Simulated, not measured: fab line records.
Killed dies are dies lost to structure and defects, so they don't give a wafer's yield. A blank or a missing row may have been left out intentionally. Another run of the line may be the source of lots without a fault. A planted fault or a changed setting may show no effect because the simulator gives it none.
Chamber matching :: flow n5Finfet :: 4 sister chambers for N5_DUMMY_GATE_ETCH_37 on rieDiel-04
The step etches SOC in N2/H2, target depth 60 nm, overetch 30 nm. 4 wafers are shown with their chamber, then 12 later ones without.

## EACH WAFER AND ITS CHAMBER
wafer: L082.6
chamber: 2
showerheadPlenumPTorr (Torr): 2.62

wafer: L085.1
chamber: 3
showerheadPlenumPTorr (Torr): 2.35

wafer: L085.2
chamber: 1
showerheadPlenumPTorr (Torr): 2.62

wafer: L085.3
chamber: 0
showerheadPlenumPTorr (Torr): 2.43

## WAFERS WITH NO CHAMBER GIVEN
wafer: L087.2
showerheadPlenumPTorr (Torr): 2.42

wafer: L087.3
showerheadPlenumPTorr (Torr): 2.62

wafer: L087.4
showerheadPlenumPTorr (Torr): 2.61

wafer: L090.1
showerheadPlenumPTorr (Torr): 2.42

wafer: L090.2
showerheadPlenumPTorr (Torr): 2.62

wafer: L090.3
showerheadPlenumPTorr (Torr): 2.61

wafer: L091.1
showerheadPlenumPTorr (Torr): 2.61

wafer: L091.5
showerheadPlenumPTorr (Torr): 2.61

wafer: L091.6
showerheadPlenumPTorr (Torr): 2.35

wafer: L094.2
showerheadPlenumPTorr (Torr): 2.61

wafer: L094.3
showerheadPlenumPTorr (Torr): 2.61

wafer: L094.5
showerheadPlenumPTorr (Torr): 2.35

## WHICH CHAMBER EACH WENT THROUGH
wafer: L087.2
from the rows above: 0
in truth: 0

wafer: L087.3
from the rows above: can't be placed: 1 or 2
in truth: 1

wafer: L087.4
from the rows above: can't be placed: 1 or 2
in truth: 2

wafer: L090.1
from the rows above: 0
in truth: 0

wafer: L090.2
from the rows above: can't be placed: 1 or 2
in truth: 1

wafer: L090.3
from the rows above: can't be placed: 1 or 2
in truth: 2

wafer: L091.1
from the rows above: can't be placed: 1 or 2
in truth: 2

wafer: L091.5
from the rows above: can't be placed: 1 or 2
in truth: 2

wafer: L091.6
from the rows above: 3
in truth: 3

wafer: L094.2
from the rows above: can't be placed: 1 or 2
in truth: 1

wafer: L094.3
from the rows above: can't be placed: 1 or 2
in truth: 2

wafer: L094.5
from the rows above: 3
in truth: 3
Correct placement for 4 of the 12. Not placeable from these rows: 8 (in 8, the candidates include the true chamber). Placed wrongly: 0.
How it was worked out, from the rows above alone: a wafer's distance from a chamber is the root of the sum, over the readings, of the square of ((its reading less the chamber's mean) divided by the reading's scatter). If the next closest chamber is less than 2 further off than the closest, the wafer can't be placed; otherwise it belongs to the closest. A chamber's mean is the mean of its shown wafers. The scatter: with one shown wafer a chamber, the root of the mean of the squares of how far each hidden wafer lies from its nearest shown one.
